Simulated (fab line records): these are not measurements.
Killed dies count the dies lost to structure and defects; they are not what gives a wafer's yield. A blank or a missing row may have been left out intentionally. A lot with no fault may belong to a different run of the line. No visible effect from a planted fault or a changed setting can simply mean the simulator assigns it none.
fab line records	flow n5_finfet
record: lots: 11	wafers: 32	last_day: 17
route steps=1938 shown FIN_CUT@174 STI_FIN_REVEAL@183 DUMMY_GATE@232 PASSIVATION@1936
lots that met no fault: from a run of the same line without faults
start_h: hours from the record's first day to the start of the lot's first wafer shown	wait_h: hours from the lot's prior step to this one	" same as the row above	L1.1+2: several wafers, shown together as one row	- either no value or no given start	* or withheld: withheld	< > ~ a bound
route shown NAME@n: names a module that has steps shown in the file, with the first one's number in the route	usual: mean/standard deviation of fault-free wafers	same: alike in all rows	chamber/n: place in a boat	sites: the reading at each site	_std_site: their standard deviation	_edge_site: the outer-site mean with the inner-site mean subtracted	radius_mm: for every site, how far away it sits from the centre of the wafer	mask NAME#n: copy n	behind: the last tool/chamber to shape the wafer	hold: reason for holding the lot/hours on hold/outcome of the hold	device: which transistor (n, p or np) failed to switch	end of line: the same wafers' tests at the end of the route	where a step has no rows: the recipe by itself	killed: dies lost to structure and defects at the first sort, not the wafer's yield	map: shows each die of a wafer: x if killed, . if not, _ if none is there
set.NAME: the setting that was run; set.NAME@STEP: the one run at that earlier step	model.NAME: the simulator's own value behind a step, which no gauge read
one table for each step of the route and one row for each wafer, over a sample of lots
services: a tool's chamber out of use, with start hour (start_h, from the record's first day; less than 0 if before it), hours out, and reason
== steps ==
step: N5_FIN_CUT_CUT_ETCH_27
recipe: chemistry: CHF3/O2	target: SiO2	target_depth_a: 40	mask_material: SOC	overetch_a: 20	time_s: 4.9	pressure_mtorr: 30	source_w: 650	bias_w: 170	Ar_flow_sccm: 200	CHF3_flow_sccm: 50	O2_flow_sccm: 5	ion_energy_ev: 200
usual: O2_flow_sccm: 4.998/0.015	drypump_motor_current_A: 5.7/0.38	oes_product_au: 0.65/0.065	rf_fwd_power_W: 642.8/2.3	rf_vpp_V: 522/6.6	showerhead_plenum_p_Torr: 2.44/0.097	throttle_valve_pct: 18.74/0.25
lot.wafer	tool	chamber	start_h	wait_h	O2_flow_sccm	drypump_motor_current_A	oes_product_au	rf_fwd_power_W	rf_hours_counter_h	rf_vpp_V	showerhead_plenum_p_Torr	throttle_valve_pct
L644.1	rie_diel-02	1	34.65	0.0	5.009	5.6	0.79	646.9	2	515	2.57	18.40
L644.3	"	3	"	"	4.979	5.9	0.71	639.9	26	522	2.58	18.33
L644.6	"	0	"	"	5.028	5.1	0.62	640.3	-	527	2.54	19.10
L647.2	rie_diel-06	2	51.36	0.0	4.987	6.0	0.70	642.4	44	529	2.55	18.57
L647.3	"	0	"	"	5.008	5.6	0.60	643.3	159	521	2.31	18.85
L647.5	"	1	"	"	5.010	6.2	0.74	644.0	-	512	2.37	18.43
L648.1	rie_diel-02	1	57.20	0.0	4.983	5.7	0.77	643.9	8	513	2.56	18.44
L648.4	"	0	"	"	4.976	5.1	0.62	641.9	122	527	2.54	19.09
L648.6	"	3	"	"	4.988	5.9	0.70	641.6	-	523	2.57	18.33
L649.2	rie_diel-06	1	63.12	0.0	5.010	6.2	0.72	644.2	15	514	2.37	18.43
L649.3	"	3	"	"	4.998	5.6	0.63	644.4	128	533	2.50	18.64
L649.6	"	3	"	"	5.011	5.5	0.63	643.1	-	534	2.50	18.64
L650.2	rie_diel-04	0	69.30	0.0	4.991	5.6	0.56	643.4	234	529	2.36	18.77
L650.3	"	2	"	"	4.990	5.4	0.69	641.0	57	520	2.34	18.87
L650.4	"	2	"	"	4.970	5.3	0.69	642.3	-	519	2.34	18.86
L654.4	rie_diel-04	2	94.36	0.0	5.004	5.3	0.68	644.5	-	520	2.34	18.88
L654.5	"	0	"	"	4.996	5.6	0.55	641.3	-	528	2.36	18.78
L654.6	"	1	"	"	4.972	5.5	0.57	641.3	-	530	2.40	18.83
L657.1	rie_diel-06	1	111.01	0.0	5.007	6.2	0.71	643.6	29	515	2.36	18.44
L657.2	"	0	"	"	5.005	5.6	0.59	641.9	177	523	2.30	18.88
L657.6	"	0	"	"	5.026	5.6	0.59	640.9	-	521	2.30	18.89
L661.1	rie_diel-02	3	137.79	0.0	4.977	5.9	0.66	639.5	60	522	2.56	18.39
L661.2	"	2	"	"	4.981	6.5	0.65	641.5	66	517	2.33	19.06
L661.6	"	1	"	"	5.014	5.6	0.72	645.9	-	516	2.55	18.48
L664.2	rie_diel-06	3	154.35	0.0	4.980	5.6	0.61	642.1	153	533	2.49	18.69
L664.3	"	0	"	"	5.014	5.6	0.59	642.4	190	522	2.30	18.91
L664.5	"	1	"	"	4.994	6.2	0.69	643.9	-	514	2.36	18.48
L665.1	rie_diel-06	3	159.18	0.0	4.985	5.6	0.60	641.5	154	535	2.49	18.68
L665.5	"	1	"	"	4.994	6.2	0.69	646.9	-	514	2.36	18.48
L666.2	rie_diel-06	0	165.22	0.0	5.006	5.6	0.57	643.9	193	521	2.29	18.92
L666.3	"	3	"	"	4.979	5.6	0.61	643.6	156	533	2.49	18.70
L666.6	"	0	"	"	5.001	5.6	0.58	644.9	-	521	2.29	18.91
step: N5_STI_FIN_REVEAL_ALD_00
recipe: material: SiO2	target_thk_a: 10	temp_c: 300	ald_precursor_family: BDEAS	ald_co_reactant: O2-plasma	pulse_time_s: 1	pressure_torr: 2
usual: heater_power_w: 471/51	precursor_pulse_height_rel: 1.000/0.023	susceptor_temp_C: 300.00/0.2
lot.wafer	tool	chamber	start_h	wait_h	heater_power_w	precursor_pulse_height_rel	susceptor_temp_C
L644.1	ald_sin-01	0	35.12	0.0	463	0.994	299.94
L644.3	"	3	"	"	484	0.979	299.63
L644.6	"	1	"	"	479	0.988	299.80
L647.2	ald_sin-04	3	51.92	0.1	495	0.986	299.68
L647.3	"	2	"	"	378	0.983	299.69
L647.5	"	0	"	"	480	0.948	300.05
L648.1	ald_sin-01	3	57.68	0.0	489	1.012	299.95
L648.4	"	3	"	"	485	1.012	299.78
L648.6	"	1	"	"	491	0.988	300.07
L649.2	ald_sin-03	3	63.63	0.1	419	1.005	300.04
L649.3	"	1	"	"	411	1.007	300.21
L649.6	"	0	"	"	492	1.002	300.09
L650.2	ald_sin-03	2	69.77	0.0	534	1.019	300.11
L650.3	"	0	"	"	507	0.976	300.18
L650.4	"	3	"	"	445	1.058	299.99
L654.4	ald_sin-01	0	96.48	1.7	471	1.016	300.07
L654.5	"	2	"	"	400	1.022	299.99
L654.6	"	1	"	"	465	0.998	299.91
L657.1	ald_sin-03	3	111.83	0.4	418	1.011	300.34
L657.2	"	1	"	"	421	0.992	299.81
L657.6	"	3	"	"	429	0.976	300.41
L661.1	ald_sin-01	3	138.46	0.0	499	0.999	300.31
L661.2	"	0	"	"	458	1.002	300.19
L661.6	"	0	"	"	471	1.008	300.31
L664.2	ald_sin-03	3	154.88	0.0	433	1.029	300.22
L664.3	"	0	"	"	512	0.992	299.84
L664.5	"	2	"	"	540	0.993	299.76
L665.1	ald_sin-03	3	159.65	0.0	416	1.028	300.33
L665.5	"	2	"	"	532	1.008	300.01
L666.2	ald_sin-03	1	165.92	0.2	416	1.012	300.13
L666.3	"	2	"	"	533	1.049	299.80
L666.6	"	2	"	"	538	0.986	299.66
step: N5_STI_FIN_REVEAL_CMP_04
recipe: stop_on: Si3N4	t_overpolish_s: 4	down_force_psi: 2	platen_rpm: 54.18	post_cmp_clean: alkaline_brush	pad_velocity_m_s: 1.078	target_thk_nm: 131.83
usual: edge_zone_pressure_frac: 1.000/0.0051	motor_current_A: 7.9/0.7	overpolish_run_s: 4.000/0.0084	slurry_filter_dp_kPa: 13.49/0.14	time_to_endpoint_s: 103/5.1
lot.wafer	tool	chamber	start_h	wait_h	edge_zone_pressure_frac	motor_current_A	overpolish_run_s	slurry_filter_dp_kPa	time_to_endpoint_s
L644.1	cmp-02	0	40.22	0.0	0.996	7.4	4.012	13.66	108
L644.3	"	3	"	"	1.011	8.0	3.998	13.64	107
L644.6	"	1	"	"	0.995	8.4	4.000	13.72	111
L647.3	cmp-03	1	57.01	0.0	0.998	8.2	4.006	13.53	101
L647.2	"	0	"	"	0.999	7.6	3.999	13.77	95
L647.5	"	2	"	"	1.000	9.2	4.003	13.63	92
L648.1	cmp-03	1	62.77	0.0	0.995	8.5	3.996	13.59	99
L648.4	"	3	"	"	1.003	9.2	4.005	13.27	94
L648.6	"	2	"	"	1.003	8.5	4.009	13.37	96
L649.2	cmp-04	3	68.80	0.1	0.997	8.2	4.011	13.59	103
L649.3	"	0	"	"	0.997	6.9	3.995	13.44	105
L649.6	"	2	"	"	1.005	6.7	3.994	13.39	100
L650.4	cmp-04	2	75.46	0.0	1.004	6.9	4.001	13.63	101
L650.2	"	3	"	"	0.998	8.4	4.010	13.41	104
L650.3	"	1	"	"	0.992	7.7	3.988	13.35	108
L654.4	cmp-04	1	101.58	0.0	0.997	7.9	3.993	13.23	116
L654.5	"	1	"	"	1.005	8.3	3.997	13.58	108
L654.6	"	2	"	"	1.007	7.0	3.993	13.45	108
L657.2	cmp-03	2	116.97	0.1	1.006	8.3	4.006	13.58	99
L657.1	"	0	"	"	0.998	7.1	3.986	13.63	101
L657.6	"	2	"	"	1.001	8.8	4.000	13.49	95
L661.2	cmp-04	3	143.56	0.0	1.010	8.3	4.011	13.49	104
L661.1	"	1	"	"	0.999	7.8	4.001	13.53	108
L661.6	"	0	"	"	0.998	7.5	3.989	13.58	107
L664.2	cmp-03	0	160.22	0.3	0.995	7.1	3.996	13.61	101
L664.3	"	2	"	"	0.997	8.5	4.007	13.70	97
L664.5	"	1	"	"	0.999	8.1	4.006	13.18	103
L665.1	cmp-02	2	164.83	0.1	1.007	7.4	4.002	13.40	101
L665.5	"	0	"	"	1.001	7.8	4.002	13.47	107
L666.3	cmp-02	2	171.08	0.1	1.000	7.5	4.011	13.60	99
L666.2	"	3	"	"	1.001	7.4	4.006	13.54	106
L666.6	"	1	"	"	0.996	8.4	3.991	13.46	106
step: N5_STI_FIN_REVEAL_INSPECT_13
recipe: inspect_instrument: darkfield	mode: post_clean
usual: raw_defect_count: 12/5.1
lot.wafer	tool	chamber	start_h	wait_h	raw_defect_count
L644.1	defect_inspect-01	-	43.79	0.0	4
L644.3	"	-	"	"	6
L644.6	"	-	"	"	8
L647.2	defect_inspect-01	-	60.80	0.0	12
L647.3	"	-	"	"	9
L647.5	"	-	"	"	12
L648.1	defect_inspect-01	-	66.52	0.0	14
L648.4	"	-	"	"	12
L648.6	"	-	"	"	10
L649.2	defect_inspect-01	-	72.62	0.0	8
L649.3	"	-	"	"	15
L649.6	"	-	"	"	12
L650.2	defect_inspect-02	-	79.04	0.0	12
L650.3	"	-	"	"	11
L650.4	"	-	"	"	9
L654.4	defect_inspect-02	-	105.17	0.0	6
L654.5	"	-	"	"	18
L654.6	"	-	"	"	4
L657.1	defect_inspect-02	-	120.54	0.0	19
L657.2	"	-	"	"	10
L657.6	"	-	"	"	13
L661.1	defect_inspect-01	-	147.22	0.0	1250
L661.2	"	-	"	"	15
L661.6	"	-	"	"	7
L664.2	defect_inspect-02	-	163.81	0.0	7
L664.3	"	-	"	"	12
L664.5	"	-	"	"	5
L665.1	defect_inspect-02	-	168.35	0.0	12
L665.5	"	-	"	"	26
L666.2	defect_inspect-01	-	176.25	0.0	17
L666.3	"	-	"	"	9
L666.6	"	-	"	"	5
step: N5_DUMMY_GATE_OVL_MEAS_16
recipe: points_per_wafer: 522
usual: GATE_OVL: 0.5/0.6
lot.wafer	tool	chamber	start_h	wait_h	GATE_OVL[nm]
L644.1	overlay-02	0	54.12	0.0	0.4
L644.3	"	0	"	"	0.6
L644.6	"	0	"	"	0.3
L647.2	overlay-01	0	69.45	0.0	0.9
L647.3	"	0	"	"	1.1
L647.5	"	0	"	"	0.2
L648.1	overlay-01	0	75.38	0.0	-0.2
L648.4	"	0	"	"	-0.6
L648.6	"	0	"	"	-0.4
L649.2	overlay-01	0	81.82	0.0	1.6
L649.3	"	0	"	"	1.3
L649.6	"	0	"	"	0.7
L650.2	overlay-02	0	87.60	0.0	-0.3
L650.3	"	0	"	"	-0.6
L650.4	"	0	"	"	-0.2
L654.4	overlay-02	0	113.71	0.0	-0.4
L654.5	"	0	"	"	-0.9
L654.6	"	0	"	"	0.1
L657.1	overlay-02	0	129.25	0.0	0.6
L657.2	"	0	"	"	0.3
L657.6	"	0	"	"	0.2
L661.1	overlay-02	0	156.35	0.0	0.4
L661.2	"	0	"	"	-0.3
L661.6	"	0	"	"	-0.6
L664.2	overlay-02	0	172.37	0.0	0.1
L664.3	"	0	"	"	0.2
L664.5	"	0	"	"	0.1
L665.1	overlay-01	0	177.00	0.0	0.1
L665.5	"	0	"	"	0.6
L666.2	overlay-02	0	184.78	0.0	0.0
L666.3	"	0	"	"	-0.5
L666.6	"	0	"	"	-0.2
step: N5_PASSIVATION_PROBE_49
usual: killed_at_M0_to_M3: 32/9.7	killed_at_M4_up: 14/5.3	killed_at_contacts: 11/6	killed_at_front_end: 39/14	killed_at_other: 3.3/2.7	killed_dies: 100/17	killed_on_rim: 14/4	killed_open: 66/13	killed_short: 32/7.4
same: gross_dies: 1180	killed_at_back_side: 0
lot.wafer	tool	chamber	start_h	wait_h	killed_at_M0_to_M3	killed_at_M4_up	killed_at_contacts	killed_at_front_end	killed_at_other	killed_dies	killed_on_rim	killed_open	killed_short
L661.1	prober-01	-	382.38	0.0	20	13	11	769	1	814	96	55	23
L661.2	prober-01	-	382.43	0.1	25	11	14	82	1	133	12	83	50
L661.6	prober-01	-	382.63	0.3	47	13	12	36	4	112	14	82	28
killed by level:class
L661.1 STI_FIN_REVEAL:unspecified=736 STI_FIN_REVEAL:geometric_particle:open=9 BEOL_M3:geometric_particle:open=9 FIN_SAQP:geometric_particle:open=8 MOL_CONTACT_COAG:geometric_particle:open=8 STI_FIN_REVEAL:geometric_particle:short=6 BEOL_M0_SAQP:geometric_particle:open=4 MOL_CONTACT_COAG:geometric_particle:short=3
L661.2 STI_FIN_REVEAL:geometric_particle:open=24 FIN_SAQP:geometric_particle:open=16 FIN_SAQP:geometric_particle:short=16 MOL_CONTACT_COAG:geometric_particle:open=10 BEOL_M3:geometric_particle:open=7 STI_FIN_REVEAL:geometric_particle:short=6 ILD0:geometric_particle:short=6 BEOL_M0_SAQP:geometric_particle:short=5
L661.6 BEOL_M0_SAQP:geometric_particle:open=20 MOL_CONTACT_COAG:geometric_particle:open=11 BEOL_M0_SAQP:geometric_particle:short=11 STI_FIN_REVEAL:geometric_particle:open=9 FIN_SAQP:geometric_particle:open=8 FIN_SAQP:geometric_particle:short=7 BEOL_M3:geometric_particle:open=6 BEOL_M1:geometric_particle:open=4
== services ==
tool	chamber	start_h	hours	kind
ald_sin-04	3	12.71	14.0	repair
ald_sin-01	-	25.13	0.7	repair
cmp-04	-	34.60	2.2	repair
cmp-04	-	36.98	4.0	pm
rie_diel-04	-	41.41	0.5	repair
rie_diel-04	3	42.13	4.5	repair
cmp-04	-	43.76	1.6	repair
cmp-02	-	49.98	2.5	repair
rie_diel-04	1	53.27	13.5	repair
ald_sin-01	2	54.48	36.2	repair
cmp-04	-	55.86	5.2	pm
ald_sin-04	3	56.58	13.4	repair
ald_sin-01	3	63.34	11.1	repair
cmp-04	-	64.14	1.5	repair
rie_diel-02	1	80.37	7.8	repair
rie_diel-02	0	80.68	14.0	repair
ald_sin-03	-	85.54	14.0	pm
rie_diel-04	2	97.38	9.7	repair
cmp-03	-	102.60	1.9	repair
ald_sin-01	2	121.58	1.6	repair
rie_diel-02	3	139.39	2.0	repair
rie_diel-04	3	146.43	9.5	repair
ald_sin-01	0	155.56	9.1	repair
cmp-04	-	158.74	3.8	repair
== key ==
first_sign: step: N5_STI_FIN_REVEAL_INSPECT_13	reading: raw_defect_count	direction: up	sigmas: 99+	usual: 12	struck: 1250
effect: step: N5_PASSIVATION_PROBE_49	reading: killed_at_front_end	direction: up	sigmas: 53	usual: 39	struck: 769
more_kills_born_at: N5_STI_FIN_REVEAL_CMP_04@cmp-04: 736
met_at N5_STI_FIN_REVEAL_CMP_04
struck_lots L661
struck_wafers L661.1
tester_left_out L661
not_acting_at N5_FIN_CUT_CUT_ETCH_27,N5_STI_FIN_REVEAL_ALD_00,N5_DUMMY_GATE_OVL_MEAS_16
onset_between 101.58 143.56
fault: kind: chamber_particle_source	tool: cmp-04	chamber: 1	onset_h: 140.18	steps: N5_STI_FIN_REVEAL_CMP_04	rate_per_visit_cm2: 1.9377	end_h: 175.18
tester_left_out: of these lots the tester's yield and bins aren't shown, on N5 and GAA mostly nor the transistor test; their killed dies are dies lost to structure and defects alone, not to doping, threshold or leakage, so they don't give the yield
